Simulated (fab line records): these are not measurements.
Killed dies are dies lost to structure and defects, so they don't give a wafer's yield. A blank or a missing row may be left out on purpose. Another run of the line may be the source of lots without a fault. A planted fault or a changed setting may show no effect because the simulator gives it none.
Problem report in the 8D (eight disciplines) form, filled by code -- flow n5 finfet -- the parts of the form that need people (team, actions taken, sign-off) are left out

## 1. WHAT IS WRONG
killed_at_M4_up at N5_PASSIVATION_PROBE_49 reads a mean of 148 on 2 wafers of 2 lots; wafers without a fault read 13 with a standard deviation of 4.9. Relative to the usual mean, that is a shift of +28 standard deviations.
First seen on wafer L131.2, day 14 17:13, on prober-01. At this step, 2 wafers from 2 lots have a number in the record. Rule for "out" (also "out of limits"): further than 4 standard deviations from the usual mean. All remaining wafers that have a number are taken as sound.

## 2. WHAT IT IS, WHAT IT ISN'T
question,is,is not
which readings at this step,"killed_at_M4_up, defect limited yield, killed dies, sort_bin_5_function, sort n pass, sort yield pct","killed_at_M0_to_M3, killed at contacts, killed at other"
which lots,"L131, L137",-
which wafers of those lots,all that have a number,-
read on which tools,"prober-01, prober-02",-
when,from day 14 17:13,up to then (0 sound wafers)

## 3. WHAT RULES OUT EACH SUSPECT
Counting: a tool at a process step up to the reading stays a suspect if it ran every lot that is out and no sound lot after the first of them.
- rie diel-01 at N5_BEOL_M14_ETCH_68 (etches SOC in N2/H2, time 450 s): kept. It ran every lot that is out, first L131 (day 13 14:26), and no sound lot after that.
Remaining after the count: rie diel-01 at N5_BEOL_M14_ETCH_68.

## 4. THE CAUSE (what the simulator had put in)
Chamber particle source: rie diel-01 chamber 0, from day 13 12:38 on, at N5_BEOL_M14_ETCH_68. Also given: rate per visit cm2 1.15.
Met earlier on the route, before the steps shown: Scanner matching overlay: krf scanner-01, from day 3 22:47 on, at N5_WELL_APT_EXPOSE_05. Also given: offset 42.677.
This tool alone remained once counting was done.

## 5. THE CHAIN OF EFFECTS, in route order
Each row: a reading where the mean over the struck wafers with a number is more than 3 standard deviations away from the usual. Only readings for which the record gives a usual standard deviation are gone through. hours: the time from each lot's start at the first step in this table that gives one to its start at this step, as a median over the lots. sigmas: the change in usual standard deviations.
hours,step,reading,usual,on struck wafers,change,sigmas
0,N5_PASSIVATION_PROBE_49,defect limited yield,91.7 %,78.8,-12.9,-11
0,N5_PASSIVATION_PROBE_49,killed_at_M4_up,13,148,+136,+28
0,N5_PASSIVATION_PROBE_49,killed dies,97,250,+152,+11
0,N5_PASSIVATION_PROBE_49,sort_bin_5_function,4.8 %,13.6,+8.8,+11
0,N5_PASSIVATION_PROBE_49,sort_bin_6_memory,3.1 %,5.3,+2.2,+3.8
0,N5_PASSIVATION_PROBE_49,sort n pass,1083,930,-152,-11
0,N5_PASSIVATION_PROBE_49,sort yield pct,91.7 %,78.8,-12.9,-11
Process steps it contains:
- N5_PASSIVATION_PROBE_49

## 6. WHAT WOULD HAVE CAUGHT IT SOONER
In this record no reading fell out of limits until day 14 17:13, 29 hours after the fault had begun at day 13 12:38.
An alarm limit of 4 standard deviations would not have fired on the tool readings at N5_BEOL_M14_ETCH_68 for which the record gives a usual standard deviation, since none of them was out on any struck wafer.
Each of the lots that are out, 2 in all, had begun N5_BEOL_M14_ETCH_68 on rie diel-01 no later than day 14 17:13. None of them would have been spared by holding the tool at that moment.
